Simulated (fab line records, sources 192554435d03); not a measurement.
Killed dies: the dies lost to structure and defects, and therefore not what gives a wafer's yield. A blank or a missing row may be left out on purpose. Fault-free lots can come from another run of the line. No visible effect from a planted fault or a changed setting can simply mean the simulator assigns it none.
Matching of chambers | flow n5Finfet | N5_BEOL_M9_ILD_DEP_00 on pecvd-04: 3 sister chambers
The step deposits SiCOH lowk from DEMS/porogen, target thk 308.51 nm, time 58 s. 22 wafers are shown with their chamber, then 11 later ones without.

== WAFERS WITH THEIR CHAMBER ==
wafer  | chamber | throttleValvePct (%) | showerheadPlenumPTorr (Torr) | heaterPowerW (W)
L075.3 | 0       | 14.7                 | 5.735                        | 293
L075.4 | 0       | 14.6                 | 5.737                        | 311
L075.6 | 1       | 14.4                 | 5.748                        | 335
L079.2 | 0       | 15.2                 | 5.740                        | 364
L079.3 | 1       | 14.2                 | 5.749                        | 337
L079.6 | 1       | 14.2                 | 5.757                        | 347
L081.2 | 0       | 14.9                 | 5.727                        | 364
L081.5 | 0       | 14.9                 | 5.730                        | 289
L081.6 | 2       | 13.2                 | 5.773                        | 349
L087.3 | 0       | 14.8                 | 5.744                        | 347
L087.5 | 0       | 15.0                 | 5.720                        | 355
L087.6 | 2       | 13.8                 | 5.764                        | 314
L085.1 | 0       | 14.9                 | 5.733                        | 299
L085.3 | 2       | 13.4                 | 5.760                        | 309
L085.4 | 1       | 14.1                 | 5.746                        | 335
L089.3 | 2       | 13.4                 | 5.765                        | 333
L089.4 | 0       | 14.9                 | 5.746                        | 357
L089.6 | 1       | 14.1                 | 5.745                        | 336
L091.1 | 2       | 13.3                 | 5.789                        | 304
L091.2 | 0       | 14.9                 | 5.729                        | 352
L091.6 | 2       | 13.4                 | 5.775                        | 322
L093.1 | 1       | 14.2                 | 5.741                        | 312

SIGNATURES (averages over the wafers above)
reading               | chamber 0 | chamber 1 | chamber 2 | scatter within a chamber
throttleValvePct      | 14.880    | 14.200    | 13.417    | 0.163
showerheadPlenumPTorr | 5.73410   | 5.74767   | 5.77100   | 0.00818
heaterPowerW          | 333.10    | 333.67    | 321.83    | 23.8
Rule: for a wafer and a chamber, the distance is found by dividing, reading by reading, the gap between the wafer's reading and the chamber's mean by the reading's scatter, squaring, summing and taking the root. If the next closest chamber is less than 2 further off than the closest, the wafer can't be placed; otherwise it belongs to the closest. The scatter is the square root of a quotient: the sum, over the shown wafers, of each reading's squared deviation from its chamber's mean, divided by wafers minus chambers.

== WAFERS MISSING THEIR CHAMBER ==
wafer  | throttleValvePct (%) | showerheadPlenumPTorr (Torr) | heaterPowerW (W)
L093.3 | 13.5                 | 5.755                        | 344
L093.4 | 15.1                 | 5.733                        | 335
L094.2 | 14.1                 | 5.749                        | 316
L094.3 | 13.4                 | 5.759                        | 355
L094.5 | 14.9                 | 5.725                        | 328
L096.4 | 15.2                 | 5.728                        | 288
L096.5 | 13.3                 | 5.773                        | 354
L096.6 | 13.7                 | 5.766                        | 321
L097.1 | 14.1                 | 5.736                        | 275
L097.4 | 13.9                 | 5.749                        | 294
L097.5 | 13.3                 | 5.769                        | 329

== THE CHAMBER EACH PASSED THROUGH ==
wafer  | from the rows above     | in truth
L093.3 | 2                       | 2
L093.4 | 0                       | 0
L094.2 | 1                       | 1
L094.3 | 2                       | 2
L094.5 | 0                       | 0
L096.4 | 0                       | 0
L096.5 | 2                       | 2
L096.6 | can't be placed: 2 or 1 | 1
L097.1 | 1                       | 1
L097.4 | can't be placed: 1 or 2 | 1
L097.5 | 2                       | 2
9 of 11 placed correctly. These rows do not allow placing 2 (true chamber among the candidates in 2). Wrongly placed: 0.
